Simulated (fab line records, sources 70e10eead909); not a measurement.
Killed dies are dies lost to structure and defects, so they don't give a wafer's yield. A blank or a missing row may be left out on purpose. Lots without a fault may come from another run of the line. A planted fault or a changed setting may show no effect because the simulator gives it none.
Problem report in the 8D (eight disciplines) form, filled by code | flow nand_harc | the parts of the form that need people (team, actions taken, sign-off) are left out

1. THE PROBLEM
killed_at_other at NHARC_END_SORT_01 reads a mean of 641.0 on 2 wafers of 2 lots; wafers without a fault read 0.6 with a standard deviation of 0.96. That is +99 or more standard deviations from the usual mean.
First seen on wafer L494.3, day 22 07:10, on prober-02. The record holds 21 wafers of 7 lots with a number at this step. Rule for "out", or "out of limits": more than 4 standard deviations from the usual mean. The other wafers with a number count as sound.

2. WHAT IT IS AND WHAT IT IS NOT
question                    | is                                                                                                                  | is not
which readings at this step | killed_at_other, defect_limited_yield, killed_dies, sort_bin_2_pct, sort_n_pass, sort_rim_yield_pct, sort_yield_pct | killed_at_array, killed_at_periphery, killed_open, killed_short, sort_bin_3_pct, sort_bin_4_pct
which lots                  | L493, L494                                                                                                          | L481, L484, L488, L491, L500
which wafers of those lots  | L493.1, L494.3                                                                                                      | L493.3, L493.5, L494.2, L494.6
read on which gauges        | prober-01, prober-02                                                                                                | -
when                        | from day 22 07:10                                                                                                   | up to then (12 sound wafers); but 7 sound wafers of L491, L493, L494, L500 came after

3. SUSPECTS, AND WHAT RULES EACH OUT
Counting: a tool at a process step up to the reading stays a suspect if it ran every lot that is out. Sound lots after the first of them don't rule it out here, since some wafers of a struck lot are sound.
- the gauge at NHARC_END_SORT_01: ruled out. The wafers that are out were read on 2 gauges (prober-01, prober-02).
- rie_diel-04 at NHARC_THIN_TSV_ETCH_44 (etches the open film in CF4/O2, target depth 1594.2 nm, time 797.1 s): kept. It ran every lot that is out, first L494 (day 21 15:46); its last sound lot up to then is L484 (day 19 07:00).
- pvd_sputter-03 at NHARC_THIN_TSV_DEGAS_49 (time 120 s): kept. It ran every lot that is out, first L494 (day 21 18:18); its last sound lot up to then is L484 (day 19 09:32).
- pvd_sputter-03 at NHARC_THIN_TSV_PVD_51 (deposits Cu, target thk 100 nm): kept. It ran every lot that is out, first L494 (day 21 18:34); its last sound lot up to then is L484 (day 19 09:50).
Left after counting: rie_diel-04 at NHARC_THIN_TSV_ETCH_44, pvd_sputter-03 at NHARC_THIN_TSV_DEGAS_49, pvd_sputter-03 at NHARC_THIN_TSV_PVD_51.

4. THE CAUSE (what the simulator had put in)
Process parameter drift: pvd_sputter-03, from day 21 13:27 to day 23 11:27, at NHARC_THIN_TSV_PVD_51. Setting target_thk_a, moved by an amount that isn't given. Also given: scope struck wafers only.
Counting left 3 suspects, and this tool is among them.

5. THE CHAIN OF EFFECTS, in route order
Each row: a reading whose mean over the struck wafers that have a number lies more than 3 standard deviations from the usual. Only readings for which the record gives a usual standard deviation are gone through. hours: the time from each lot's start at the first step in this table that gives one to its start at this step, as a median over the lots. sigmas: the change in usual standard deviations.
hours | step              | reading              | usual  | on struck wafers | change | sigmas
0     | NHARC_END_SORT_01 | defect_limited_yield | 95.5 % | 0.0              | -95.5  | -64
0     | NHARC_END_SORT_01 | killed_at_other      | 0.6    | 641.0            | +640.4 | +99 or more
0     | NHARC_END_SORT_01 | killed_dies          | 31     | 677              | +646   | +65
0     | NHARC_END_SORT_01 | sort_bin_2_pct       | 1.4 %  | 96.9             | +95.5  | +99 or more
0     | NHARC_END_SORT_01 | sort_n_pass          | 646    | 0                | -646   | -65
0     | NHARC_END_SORT_01 | sort_rim_yield_pct   | 96.2 % | 0.0              | -96.2  | -37
0     | NHARC_END_SORT_01 | sort_yield_pct       | 95.5 % | 0.0              | -95.5  | -64

6. WHAT WOULD HAVE CAUGHT IT SOONER
In this record the first reading out of limits at a measuring or inspecting step was taken at day 22 07:10, 18 hours after the fault began at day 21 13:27.
Of the tool readings at NHARC_THIN_TSV_PVD_51 for which the record gives a usual standard deviation, none was out on any struck wafer, so an alarm limit of 4 standard deviations on them would not have fired.
Of the lots that are out (2), L493 began NHARC_THIN_TSV_PVD_51 on pvd_sputter-03 after day 22 07:10. A hold on the tool at that time would have spared it.
